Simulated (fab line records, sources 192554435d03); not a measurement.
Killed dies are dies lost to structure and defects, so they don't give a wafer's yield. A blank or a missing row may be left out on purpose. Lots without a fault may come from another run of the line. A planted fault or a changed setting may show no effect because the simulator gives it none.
One fault seen from 2 desks | flow n5_finfet | each desk has only its own numbers; what lay behind them comes last

THE DEFECT DESK
What the inspections along the route counted, lot by lot: means of the sampled wafers that have a number. A lot is out of limits, marked OUT, if its mean lies more than 4 standard deviations from the usual mean; the brackets give that distance.
Columns: A = raw_defect_count at N5_BEOL_M12_INSPECT_30, usual 2.1
lot  | first seen here | A
L828 | day 10 14:02    | 1.3
L829 | day 10 16:48    | 3.3
L830 | day 11 08:42    | 2.0
L832 | day 11 19:11    | 2.7
L834 | day 12 05:01    | 3.7
L835 | day 12 16:52    | 3.0
L847 | day 16 03:11    | 2.0
L849 | day 16 07:05    | 2.0
L846 | day 16 15:28    | 1.5
L850 | day 16 19:31    | 3.7
This desk's finding: nothing out of limits on any of the 10 lots.

THE TOOL OWNER'S DESK: litho_track-02
The tool's own readings at N5_BEOL_M13_COAT_58 (time 60 s, resist thk 89 nm): means of the sampled wafers that have a number, for each lot that ran on this tool. A lot is out of limits, marked OUT, if its mean lies more than 4 standard deviations from the usual mean; the brackets give that distance.
Columns: A = exhaust_pa at N5_BEOL_M13_COAT_58, usual 44.8 Pa; B = spin_speed_rpm at N5_BEOL_M13_COAT_58, usual 1499.8 rpm
lot  | first seen here | A    | B
L828 | day 10 16:57    | 45.4 | 1500.4
L830 | day 11 11:17    | 46.0 | 1499.2
L832 | day 11 21:55    | 45.1 | 1500.4
L834 | day 12 09:06    | 45.0 | 1559.1 (+67) OUT
L835 | day 12 21:43    | 45.3 | 1560.2 (+68) OUT
L850 | day 17 06:40    | 44.1 | 1499.8
This desk's finding: out of limits on L834, L835; first on L834, day 12 09:06 (spin_speed_rpm at N5_BEOL_M13_COAT_58). In limits: L828, L830, L832, L850.

PUT TOGETHER
The tool owner's desk could have raised an alarm at day 12 09:06, on L834, L835.
The defect desk saw nothing out of limits.
The defect desk has L834, L835 on record, within its limits.
Of the lots named, all ran N5_BEOL_M13_COAT_58 on litho_track-02.

WHAT THE SIMULATOR HAD PUT IN
Process parameter drift: litho_track-02, from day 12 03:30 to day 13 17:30, at N5_BEOL_M13_COAT_58. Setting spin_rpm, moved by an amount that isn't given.
Lots struck among those shown: L834, L835.
Hours from the fault's start to each desk's first reading out of limits: the tool owner's desk, 6.
